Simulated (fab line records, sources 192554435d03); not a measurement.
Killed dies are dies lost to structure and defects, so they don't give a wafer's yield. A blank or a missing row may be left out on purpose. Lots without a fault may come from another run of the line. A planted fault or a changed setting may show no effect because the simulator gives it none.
fab line records | flow n5_finfet
record lots=9 wafers=27 last_day=18
route steps=1938 shown FIN_SAQP@121 BEOL_M4@1111 PASSIVATION@1936
lots that met no fault: from a run of the same line without faults
start_h: hours from the record's first day to the start of the lot's first wafer shown | wait_h: hours since the lot's step before | " the same as in the row above | L1.1+2: a row that stands for several wafers | - no value, or no start given | * or withheld: withheld | < > ~ a bound
route shown NAME@n: a module of which the file shows steps, and the number in the route of the first | usual: mean/standard deviation of fault-free wafers | same: alike in all rows | chamber/n: place in a boat | sites: the reading at each site | _std_site: their standard deviation | _edge_site: outer sites' mean less inner sites' | radius_mm: how far each site lies from the wafer's centre | mask NAME#n: copy n | behind: the tool/chamber that last shaped the wafer | hold: why the lot was held/for how many hours/how that ended | device: the transistor (n, p or np) that didn't switch | end of line: the same wafers' tests at the end of the route | a step without rows: its recipe alone | killed: dies lost to structure and defects at the first sort, not the wafer's yield | map: a wafer's dies, x killed, . not, _ none there
set.NAME: the setting as run; set.NAME@STEP: as run at that earlier step | model.NAME: the simulator's own value behind a step, which no gauge read
steps of the route over a sample of lots; a table a step, a row a wafer
services: from which hour (start_h, from the record's first day; less than 0 if before it) a tool's chamber was out of use, for how many hours, and why
## steps
# step N5_FIN_SAQP_STRIP_55
# recipe chemistry=N2/H2 power_w=500 temp_c=40 pressure_mtorr=50 rf_frequency_hz=6e+07 overash_fraction=0.3 bias_power_w=28 h2_frac=0.5 n2_flow_sccm=300 h2_flow_sccm=300
# usual drypump_motor_current_A=5.9/0.46 oes_product_au=0.78/0.066 rf_vpp_V=122.1/1.4 showerhead_plenum_p_Torr=3.37/0.079 throttle_valve_pct=18.89/0.29
# columns lot.wafer tool chamber start_h wait_h drypump_motor_current_A oes_product_au rf_hours_counter_h rf_vpp_V showerhead_plenum_p_Torr throttle_valve_pct
L569.1 rie_diel-01 1 34.22 0.1 6.2 0.92 28 122.9 3.44 19.06
L569.2 " 3 " " 6.7 0.73 177 122.4 3.46 18.69
L569.4 " 0 " " 5.9 0.79 117 119.9 3.25 19.15
L571.3 rie_diel-01 0 47.02 0.1 5.9 0.79 121 122.8 3.24 19.15
L571.4 " 1 " " 6.2 0.91 32 123.8 3.44 19.06
L571.5 " 1 " " 6.2 0.91 - 122.4 3.44 19.08
L573.2 rie_diel-01 1 59.59 0.1 6.2 0.90 36 120.9 3.43 19.11
L573.5 " 1 " " 6.2 0.90 - 123.5 3.43 19.07
L573.6 " 0 " " 5.9 0.78 - 122.3 3.24 19.18
L574.1 rie_diel-02 0 64.53 0.2 6.2 0.70 239 121.5 3.45 18.82
L574.3 " 3 " " 5.2 0.75 - 119.7 3.35 18.51
L574.4 " 0 " " 6.2 0.70 - 121.9 3.45 18.83
L583.2 rie_diel-02 3 118.33 0.1 5.2 0.72 175 121.3 3.34 18.59
L583.3 " 2 " " 6.6 0.75 154 122.5 3.49 19.29
L583.5 " 1 " " 5.9 0.78 - 121.9 3.34 18.58
L584.3 rie_diel-01 3 124.06 0.1 6.6 0.71 210 121.4 3.44 18.75
L584.4 " 0 " " 5.9 0.77 149 121.4 3.23 19.19
L584.5 " 2 " " 5.6 0.79 - 121.8 3.27 19.27
L587.2 rie_diel-01 0 142.92 0.1 5.9 0.75 156 120.1 3.23 19.20
L587.3 " 1 " " 6.2 0.87 59 123.3 3.42 19.13
L587.5 " 1 " " 6.2 0.86 - 122.4 3.42 19.13
L588.1 rie_diel-02 2 148.78 0.1 6.6 0.77 164 123.4 3.48 19.32
L588.4 " 0 " " 6.2 0.92 14 122.9 3.43 18.48
L588.6 " 3 " " 5.3 0.71 - 122.6 3.33 18.58
L589.2 rie_diel-04 2 155.03 0.1 6.0 0.81 88 121.4 3.39 18.73
L589.4 " 1 " " 5.5 0.83 76 122.5 3.40 19.02
L589.5 " 3 " " 5.6 0.69 - 120.9 3.42 18.63
# step N5_FIN_SAQP_RECESS_71
# recipe chemistry=HF/NH3 target=SiO2 target_depth_a=30 afs_cycles=1 temp_c=30 sublimation_temp_c=180 sublimation_time_s=60
# usual afs_cycles=1/0 drypump_motor_current_A=5.6/0.41 sublimation_temp_c=180.01/0.15
# columns lot.wafer tool chamber start_h wait_h afs_cycles drypump_motor_current_A sublimation_temp_c
L569.1 vapor_etch-01 0 36.74 0.0 1 5.2 179.90
L569.2 " 1 " " 1 5.6 179.74
L569.4 " 0 " " 1 5.2 180.19
L571.3 vapor_etch-02 1 49.56 0.1 1 6.2 180.18
L571.4 " 0 " " 1 5.3 179.93
L571.5 " 1 " " 1 6.2 179.97
L573.2 vapor_etch-02 1 63.71 0.1 - - -
L573.5 " 0 " " - - -
L573.6 " 1 " " - - -
L574.1 vapor_etch-01 1 67.80 0.1 - - -
L574.3 " 1 " " - - -
L574.4 " 0 " " - - -
L583.2 vapor_etch-02 1 121.16 0.0 1 6.2 180.07
L583.3 " 0 " " 1 5.3 179.93
L583.5 " 0 " " 1 5.3 179.92
L584.3 vapor_etch-01 1 126.78 0.1 1 5.6 180.03
L584.4 " 0 " " 1 5.2 180.04
L584.5 " 0 " " 1 5.3 180.21
L587.2 vapor_etch-02 0 145.61 0.0 1 5.3 179.83
L587.3 " 0 " " 1 5.3 179.94
L587.5 " 0 " " 1 5.3 179.99
L588.1 vapor_etch-01 0 151.28 0.0 1 5.2 180.01
L588.4 " 0 " " 1 5.2 180.08
L588.6 " 0 " " 1 5.2 179.99
L589.2 vapor_etch-01 0 157.65 0.0 1 5.2 179.92
L589.4 " 1 " " 1 5.6 180.11
L589.5 " 1 " " 1 5.6 179.75
# step N5_FIN_SAQP_MANDREL2_REMOVE_60
# recipe chemistry=HBr/Cl2/O2 bt_time_s=10 target=a-Si stop_on=SiNx endpoint=OES-SiCl over_etch_frac=1 icp_w=600 bias_w=22 HBr_flow_sccm=150 Cl2_flow_sccm=80 O2_flow_sccm=5 pressure_mtorr=10
# usual HBr_flow_sccm=150.0/0.44 drypump_motor_current_A=5.9/0.48 oes_product_au=0.999/0.017 throttle_valve_pct=36.6/0.35
# columns lot.wafer tool chamber start_h wait_h HBr_flow_sccm drypump_motor_current_A oes_product_au rf_hours_counter_h throttle_valve_pct
L569.1 rie_si-01 1 37.34 0.1 149.2 5.3 0.996 123 37.0
L569.2 " 3 " " 150.8 5.5 0.988 65 37.2
L569.4 " 0 " " 149.9 6.7 0.976 6 36.1
L571.3 rie_si-04 0 50.08 0.1 149.8 6.1 0.987 3 36.8
L571.4 " 1 " " 149.6 6.5 0.994 9 36.6
L571.5 " 2 " " 149.9 6.0 1.022 - 36.3
L573.2 rie_si-02 1 64.28 0.1 150.4 5.5 1.032 6 36.5
L573.5 " 2 " " 150.3 5.9 1.020 - 36.8
L573.6 " 3 " " 149.8 6.6 1.029 - 36.8
L574.1 rie_si-02 1 68.41 0.1 150.0 5.5 1.013 6 36.5
L574.3 " 3 " " 149.9 6.6 0.998 11 36.8
L574.4 " 0 " " 149.6 5.8 0.981 57 36.2
L583.2 rie_si-04 0 121.77 0.1 149.7 6.0 0.984 4 36.8
L583.3 " 1 " " 150.1 6.5 1.001 10 36.6
L583.5 " 0 " " 150.1 6.0 0.984 - 36.8
L584.3 rie_si-01 1 127.31 0.1 150.4 5.3 1.003 125 37.1
L584.4 " 2 " " 149.8 5.4 1.022 31 36.5
L584.5 " 3 " " 149.8 5.5 0.991 - 37.2
L587.2 rie_si-01 0 146.29 0.1 149.5 6.7 0.983 8 36.1
L587.3 " 1 " " 150.0 5.3 1.003 125 37.0
L587.5 " 3 " " 150.5 5.5 0.986 - 37.2
L588.1 rie_si-04 3 152.06 0.1 150.1 5.8 1.001 7 36.6
L588.4 " 0 " " 150.3 6.1 0.979 5 36.8
L588.6 " 2 " " 149.7 6.0 1.012 - 36.3
L589.2 rie_si-04 3 158.20 0.1 150.2 5.8 0.981 8 36.5
L589.4 " 1 " " 150.0 6.5 0.993 11 36.6
L589.5 " 2 " " 150.2 6.0 1.004 - 36.3
# step N5_FIN_SAQP_FIN_ETCH_36
# recipe chemistry=HBr/Cl2/O2 target_depth_a=1200 mask_material=SiNx time_s=50.4 bias_w=102 pressure_mtorr=10 icp_w=800 HBr_flow_sccm=150 Cl2_flow_sccm=80 O2_flow_sccm=12
# usual HBr_flow_sccm=150.1/0.42 drypump_motor_current_A=6.0/0.43 oes_product_au=1.001/0.018 throttle_valve_pct=35.94/0.28
# columns lot.wafer tool chamber start_h wait_h HBr_flow_sccm drypump_motor_current_A oes_product_au rf_hours_counter_h throttle_valve_pct
L569.1 rie_si-04 3 37.78 0.0 150.1 5.8 0.988 5 35.86
L569.2 " 1 " " 150.0 6.5 0.979 8 35.95
L569.4 " 2 " " 150.1 6.0 1.007 87 35.64
L571.3 rie_si-02 0 50.63 0.0 149.9 5.8 0.988 56 35.52
L571.4 " 3 " " 150.0 6.6 1.008 10 36.10
L571.5 " 2 " " 149.8 5.9 1.029 - 36.07
L573.2 rie_si-04 3 64.97 0.0 149.3 5.8 0.986 6 35.88
L573.5 " 0 " " 150.4 6.0 0.986 - 36.14
L573.6 " 1 " " 150.3 6.5 0.969 - 35.98
L574.1 rie_si-01 3 68.88 0.0 150.0 5.5 0.993 65 36.53
L574.3 " 2 " " 150.4 5.5 1.004 30 35.82
L574.4 " 1 " " 150.4 5.3 1.006 124 36.36
L583.2 rie_si-02 3 122.22 0.0 149.5 6.6 1.001 12 36.14
L583.3 " 0 " " 150.1 5.8 0.989 58 35.53
L583.5 " 2 " " 150.4 5.9 1.027 - 36.07
L584.3 rie_si-02 3 127.79 0.0 150.8 6.5 0.998 12 36.11
L584.4 " 1 " " 149.7 5.5 1.021 7 35.77
L584.5 " 1 " " 149.7 5.5 1.027 - 35.77
L587.2 rie_si-02 1 147.13 0.0 151.0 5.5 1.021 8 35.77
L587.3 " 0 " " 149.9 5.8 0.996 58 35.52
L587.5 " 0 " " 150.2 5.8 0.995 - 35.52
L588.1 rie_si-02 0 152.50 0.0 150.4 5.8 1.002 58 35.52
L588.4 " 2 " " 150.2 5.9 1.036 80 36.05
L588.6 " 0 " " 150.5 5.8 0.990 - 35.53
L589.2 rie_si-02 3 158.68 0.0 149.4 6.6 1.013 12 36.10
L589.4 " 2 " " 149.9 5.9 1.034 80 36.06
L589.5 " 0 " " 149.4 5.8 0.995 - 35.53
# step N5_BEOL_M4_RC_MEAS_101
# usual DIBL_N=36.1/1.6 DIBL_P=35.8/2.1 IOFF_N=0.16/0.031 IOFF_P=0.21/0.034 ION_N=673/12 ION_P=461/7.2 SS_N=71.4/0.59 SS_P=73.3/0.63 VT_N=250/3.1 VT_P=-250/3.3
# columns lot.wafer tool chamber start_h wait_h DIBL_N[mV/V] DIBL_P[mV/V] IOFF_N[nA/um] IOFF_P[nA/um] ION_N[uA/um] ION_P[uA/um] SS_N[mV/dec] SS_P[mV/dec] VT_N[mV] VT_P[mV]
L569.1 prober-02 0 186.04 0.0 34.3 33.2 0.11 0.15 661 454 71.0 72.4 254 -255
L569.2 " 0 " " 35.6 35.8 0.13 0.19 663 458 70.2 73.4 251 -254
L569.4 " 0 " " 35.1 33.9 0.12 0.16 661 460 71.0 72.8 254 -254
L571.3 prober-02 0 201.06 0.3 36.3 36.9 0.17 0.21 683 459 71.6 73.3 250 -253
L571.4 " 0 " " 36.1 37.0 0.17 0.21 677 457 71.6 73.4 249 -253
L571.5 " 0 " " 38.2 39.6 0.23 0.27 687 465 72.3 74.0 243 -249
L573.2 prober-01 0 210.33 0.2 35.0 35.2 0.14 0.18 666 455 71.4 72.9 251 -255
L573.5 " 0 " " 33.3 31.9 0.10 0.14 649 445 70.9 72.0 261 -256
L573.6 " 0 " " 35.1 35.1 0.14 0.18 662 452 70.7 73.5 252 -255
L574.1 prober-01 0 215.10 0.0 37.1 35.6 0.18 0.23 691 465 72.0 73.1 247 -249
L574.3 " 0 " " 35.8 34.7 0.14 0.21 671 461 71.1 73.3 250 -247
L574.4 " 0 " " 37.0 35.9 0.17 0.24 683 471 72.0 73.2 247 -245
L583.2 prober-01 0 274.79 0.2 39.4 40.5 0.22 0.24 695 470 71.8 73.8 246 -250
L583.3 " 0 " " 37.6 38.6 0.17 0.22 674 462 71.2 73.7 247 -251
L583.5 " 0 " " 39.6 40.6 0.23 0.25 690 462 71.9 74.8 245 -252
L587.2 prober-02 0 295.19 0.2 35.3 34.9 0.15 0.23 667 470 71.1 73.2 253 -247
L587.3 " 0 " " 37.0 37.4 0.18 0.26 670 470 71.5 73.6 247 -247
L587.5 " 0 " " 37.0 35.8 0.18 0.23 675 465 71.3 73.6 249 -247
L588.1 prober-01 0 300.74 0.0 36.8 35.8 0.18 0.22 676 465 71.4 73.6 247 -247
L588.4 " 0 " " 38.2 38.7 0.21 0.29 685 469 72.2 74.5 244 -246
L588.6 " 0 " " 37.3 36.1 0.17 0.23 675 462 71.9 73.7 249 -249
L589.2 prober-02 0 301.17 0.2 33.8 31.7 0.11 0.18 650 464 70.8 71.4 253 -249
L589.4 " 0 " " 39.8 39.0 0.26 0.31 699 474 71.7 73.9 241 -241
L589.5 " 0 " " 37.5 36.7 0.18 0.27 690 471 71.7 73.3 244 -244
L584.3 prober-01 0 320.46 0.3 36.0 35.9 0.17 0.24 672 463 71.7 73.3 250 -246
L584.4 " 0 " " 35.1 33.0 0.16 0.19 687 470 71.0 72.7 248 -250
L584.5 " 0 " " 37.1 36.0 0.18 0.23 669 461 71.3 73.4 246 -248
# step N5_PASSIVATION_PROBE_49
# usual defect_limited_yield=91.0/1.5 killed_at_M0_to_M3=35/11 killed_at_M4_up=13/6 killed_at_contacts=14/6.5 killed_at_front_end=40/12 killed_at_other=4/3.4 killed_dies=106/18 killed_on_rim=14/4.7 killed_open=68/14 killed_short=35/7.7 sort_bin_5_function=5.2/0.98 sort_bin_6_memory=3.4/0.72 sort_n_pass=1074/18 sort_yield_pct=91.0/1.5
# same gross_dies=1180 killed_at_back_side=0 sort_bin_4_leakage[%]=0 sort_bin_8_speed[%]=0
# columns lot.wafer tool chamber start_h wait_h defect_limited_yield[%] killed_at_M0_to_M3 killed_at_M4_up killed_at_contacts killed_at_front_end killed_at_other killed_dies killed_on_rim killed_open killed_short sort_bin_5_function[%] sort_bin_6_memory[%] sort_n_pass sort_yield_pct[%]
L569.1 prober-02 - 292.65 0.0 92.4 22 7 11 42 8 90 9 61 29 4.2 3.1 1090 92.4
L569.2 prober-02 - 292.70 0.1 89.2 50 7 16 53 1 127 18 81 43 6.8 3.7 1053 89.2
L569.4 prober-02 - 292.80 0.2 91.5 34 12 13 38 3 100 15 62 32 4.7 3.5 1080 91.5
L573.5 prober-01 - 306.91 0.2 88.1 46 18 22 54 0 140 23 89 41 6.5 4.5 1040 88.1
L574.1 prober-02 - 361.89 0.0 90.4 34 11 15 44 9 113 8 81 30 6.0 3.2 1067 90.4
L574.3 prober-02 - 361.99 0.1 90.7 9 11 10 79 1 110 14 69 38 5.3 3.6 1070 90.7
L574.4 prober-02 - 362.04 0.2 90.8 21 13 12 56 7 109 14 77 30 5.7 3.4 1071 90.8
L588.1 prober-02 - 401.58 0.0 90.8 37 19 13 36 3 108 17 79 28 6.3 2.7 1072 90.8
L588.4 prober-02 - 401.73 0.2 93.1 21 21 16 24 0 82 11 59 19 3.7 3.0 1098 93.1
L588.6 prober-02 - 401.83 0.3 90.9 30 13 14 46 4 107 11 63 40 4.9 4.0 1073 90.9
# killed by level:class
L569.1 FIN_SAQP:geometric_particle:open=15 MOL_CONTACT_COAG:geometric_particle:open=9 BEOL_M0_SAQP:geometric_particle:short=8 DUMMY_GATE:geometric_particle:open=7 BEOL_M2:geometric_particle:open=7 FIN_SAQP:geometric_particle:short=5 BEOL_M0_SAQP:geometric_particle:open=5 STI_FIN_REVEAL:geometric_particle:open=4
L569.2 BEOL_M0_SAQP:geometric_particle:open=15 MOL_CONTACT_COAG:geometric_particle:open=14 STI_FIN_REVEAL:geometric_particle:open=13 GATE_CUT:geometric_particle:short=13 BEOL_M2:geometric_particle:open=13 STI_FIN_REVEAL:geometric_particle:short=7 BEOL_M0_SAQP:geometric_particle:short=6 BEOL_M2:geometric_particle:short=6
L569.4 FIN_SAQP:geometric_particle:open=15 BEOL_M2:geometric_particle:open=11 MOL_CONTACT_COAG:geometric_particle:open=9 BEOL_M0_SAQP:geometric_particle:short=8 BEOL_M0_SAQP:geometric_particle:open=7 DUMMY_GATE:geometric_particle:open=5 BEOL_M2:geometric_particle:short=5 MOL_CONTACT_COAG:geometric_particle:short=4
L573.5 MOL_CONTACT_COAG:geometric_particle:open=15 BEOL_M2:geometric_particle:open=14 STI_FIN_REVEAL:geometric_particle:open=11 FIN_SAQP:geometric_particle:short=9 FIN_SAQP:geometric_particle:open=9 BEOL_M1:geometric_particle:open=9 BEOL_M4:geometric_particle:open=8 MOL_CONTACT_COAG:geometric_particle:short=6
L574.1 MOL_CONTACT_COAG:geometric_particle:open=13 STI_FIN_REVEAL:geometric_particle:open=10 GATE_CUT:geometric_particle:short=10 BEOL_M2:geometric_particle:open=9 BEOL_M3:geometric_particle:open=8 GATE_CUT:geometric_particle:open=7 FIN_SAQP:geometric_particle:open=6 BEOL_M0_SAQP:geometric_particle:short=6
L574.3 STI_FIN_REVEAL:geometric_particle:open=23 FIN_SAQP:geometric_particle:open=14 FIN_SAQP:geometric_particle:short=10 GATE_CUT:geometric_particle:short=8 DUMMY_GATE:geometric_particle:open=7 MOL_CONTACT_COAG:geometric_particle:open=7 BEOL_M4:geometric_particle:open=6 STI_FIN_REVEAL:geometric_particle:short=4
L574.4 STI_FIN_REVEAL:geometric_particle:open=21 GATE_CUT:geometric_particle:short=10 MOL_CONTACT_COAG:geometric_particle:open=9 BEOL_M3:geometric_particle:open=8 FIN_SAQP:geometric_particle:open=6 BEOL_M0_SAQP:geometric_particle:open=5 BEOL_M4:geometric_particle:open=4 DUMMY_GATE:geometric_particle:open=4
L588.1 STI_FIN_REVEAL:geometric_particle:open=21 MOL_CONTACT_COAG:geometric_particle:open=10 BEOL_M0_SAQP:geometric_particle:short=10 BEOL_M0_SAQP:geometric_particle:open=9 BEOL_M4:geometric_particle:open=9 GATE_CUT:geometric_particle:short=5 BEOL_M2:geometric_particle:open=5 BEOL_M3:geometric_particle:open=5
L588.4 MOL_CONTACT_COAG:geometric_particle:open=12 STI_FIN_REVEAL:geometric_particle:open=8 BEOL_M1:geometric_particle:open=6 BEOL_M3:geometric_particle:open=6 BEOL_M4:geometric_particle:open=6 STARTING-WAFER:geometric_particle:short=4 MOL_CONTACT_COAG:geometric_particle:short=3 BEOL_M5:geometric_particle:open=3
L588.6 GATE_CUT:geometric_particle:short=11 MOL_CONTACT_COAG:geometric_particle:open=10 STI_FIN_REVEAL:geometric_particle:open=9 BEOL_M0_SAQP:geometric_particle:open=7 DUMMY_GATE:geometric_particle:open=5 BEOL_M1:geometric_particle:open=5 BEOL_M3:geometric_particle:open=5 STARTING-WAFER:geometric_particle:open=5
## services
# columns tool chamber start_h hours kind
rie_diel-01 3 12.47 18.8 repair
rie_si-04 - 15.56 4.1 repair
rie_si-02 0 20.01 7.1 repair
rie_diel-02 - 46.23 2.8 pm
rie_diel-02 2 49.88 22.3 repair
rie_diel-02 1 60.94 12.0 repair
vapor_etch-02 - 67.72 1.4 repair
rie_diel-01 1 68.06 6.8 repair
rie_si-04 0 82.52 3.3 repair
rie_diel-02 0 91.12 - clean
rie_diel-02 0 91.12 - consumable_replace:focus_ring
rie_diel-02 0 91.12 16.2 scheduled_down
rie_diel-02 0 91.12 16.2 vent_cycle
rie_diel-01 1 98.46 4.6 repair
rie_si-04 1 125.56 1.6 repair
rie_si-02 - 147.51 0.1 repair
rie_diel-04 3 149.90 3.7 repair
## key
first_sign step=N5_FIN_SAQP_RECESS_71 reading=tool_record direction=missing
effect none on later readings
met_at N5_FIN_SAQP_RECESS_71
struck_lots L573,L574
not_acting_at N5_FIN_SAQP_STRIP_55,N5_FIN_SAQP_MANDREL2_REMOVE_60,N5_FIN_SAQP_FIN_ETCH_36
onset_between 49.56 63.71
fault kind=skipped_step_whole tool=vapor_etch-01,vapor_etch-02 chamber=- onset_h=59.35 steps=N5_FIN_SAQP_RECESS_71 scope=struck_lots_only
